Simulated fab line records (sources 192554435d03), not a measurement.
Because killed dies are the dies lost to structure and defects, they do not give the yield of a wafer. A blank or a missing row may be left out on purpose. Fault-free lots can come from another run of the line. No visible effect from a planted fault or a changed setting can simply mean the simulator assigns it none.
Split-lot experiment	flow n5 finfet	21 wafers read across 7 lots, on a route 1938 steps long

ON THE SPLIT
At N5_BEOL_M3_VIA_ETCH_34 (etches the open film in C4F6/O2, target depth 69.4 nm, time 65.9 s), the setting time s was moved away from the recipe's 65.9 s on 7 of the 21 wafers read, by -18.5% to +20.5%. The other wafers ran this setting at the recipe's value.

The reading comes from the split's own step.

THE READING
SOC_of_BEOL_M3_COAT_67.thk nm (the simulator's own value, which no gauge read), in nm, at N5_BEOL_M3_VIA_ETCH_34 (etches the open film in C4F6/O2, target depth 69.4 nm, time 65.9 s). There is no usual value for it anywhere in the file. Average 51.9 nm, standard deviation 0.26 nm, over the 14 wafers here run with the recipe.

wafer	tool, chamber at the split	time s as run, s	against the recipe	SOC_of_BEOL_M3_COAT_67.thk nm, nm	against lot-mates on the recipe
L077.2	rie diel-01, 0	79.4	+20.5%	50	-1.8
L077.4	rie diel-01, 2	65.9	recipe	51.8	-
L077.6	rie diel-01, 0	79.4	+20.5%	50	-1.8
L084.2	rie diel-03, 1	65.9	recipe	52	-
L084.3	rie diel-03, 3	65.9	recipe	51.8	-
L084.5	rie diel-03, 3	65.9	recipe	52	-
L089.1	rie diel-06, 2	65.9	recipe	51.4	-
L089.4	rie diel-06, 0	65.9	recipe	52	-
L089.6	rie diel-06, 0	65.9	recipe	52.2	-
L090.4	rie diel-03, 0	65.9	recipe	51.6	-
L090.5	rie diel-03, 1	73.46	+11.5%	51	-0.6
L090.6	rie diel-03, 0	73.46	+11.5%	50.8	-0.8
L093.1	rie diel-03, 2	65.9	recipe	51.6	-
L093.3	rie diel-03, 1	72.24	+9.6%	51.4	-0.2
L093.6	rie diel-03, 1	72.24	+9.6%	51	-0.6
L092.1	rie diel-01, 2	65.9	recipe	51.8	-
L092.3	rie diel-01, 1	65.9	recipe	52	-
L092.4	rie diel-01, 0	65.9	recipe	51.6	-
L096.2	rie diel-01, 3	65.9	recipe	52.4	-
L096.3	rie diel-01, 0	65.9	recipe	52	-
L096.6	rie diel-01, 2	53.68	-18.5%	53.6	+1.4

THE FIT
A straight line over all 21 wafers: SOC_of_BEOL_M3_COAT_67.thk nm changes by -0.0891 nm for each +1% of time s; r = -0.95; the points scatter about the line by 0.24 nm.
The same after taking each lot's own level away (the mean of its wafers on the recipe; 21 wafers): -0.0767 nm for each +1%; r = -0.94; scatter 0.23 nm.
Per that fit: largest time s move, reading shift of 1.6 nm.
Measured against the standard deviation above, the lots' own levels, which go from 51.60 to 52.20 nm, span 2.3 times it.
Thus the slope moves with the lot-to-lot level: the two fits are different.
Check: -1.46 nm against its lot-mates is what the line predicts for one of the wafers moved furthest among these (+20.5%) when that wafer is left out of the fit. It came out at -1.8 nm against them.

OTHER SPLITS APPLIED TO THESE WAFERS
Other splits were also applied to these wafers ahead of the reading. Each is held against what the fit with the lots' levels taken away leaves over:
other split on the same wafers	wafers away from the commonest value	r with SOC_of_BEOL_M3_COAT_67.thk nm (lot level and that fit taken away)
N5_SDB_COAT_05 spin rpm	5	+0.17
N5_HKMG_FIN_COAT_66 spin rpm	8	-0.18
N5_MOL_CONTACT_COAG_CVD_140 target thk a	9	-0.21
N5_BEOL_M0_SAQP_SPACER1_ALD_98 ald cycles	6	+0.22
N5_BEOL_M0_SAQP_ETCH_106 target depth a	4	+0.48
N5_BEOL_M0_ETCH_138 source w	7	-0.23
N5_BEOL_M0_TRENCH_ETCH_107 target depth a	5	+0.44
N5_BEOL_M1_EXPOSE_25 dose mj	7	+0.03
N5_BEOL_M2_ETCH_64 time s	5	+0.09
N5_BEOL_M2_DEP_57 time s	10	-0.01

THE WHOLE CHAIN: every reading that the file lists as answering this split, in the file's order
step	what it does	reading	change (the file's fit)	r (the file's)
N5_BEOL_M3_VIA_ETCH_34	etches the open film in C4F6/O2, target depth 69.4 nm, time 65.9 s	etch.depth nm (the simulator's own value, which no gauge read)	+0.594 nm for each +1% of the setting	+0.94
N5_BEOL_M3_VIA_ETCH_34	etches the open film in C4F6/O2, target depth 69.4 nm, time 65.9 s	SOC_of_BEOL_M3_COAT_67.thk nm (the simulator's own value, which no gauge read)	-0.0756 nm for each +1% of the setting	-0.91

FILE'S OWN FIT
SOC_of_BEOL_M3_COAT_67.thk nm changes by -0.0756 nm for each +1% of time s, r = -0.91.
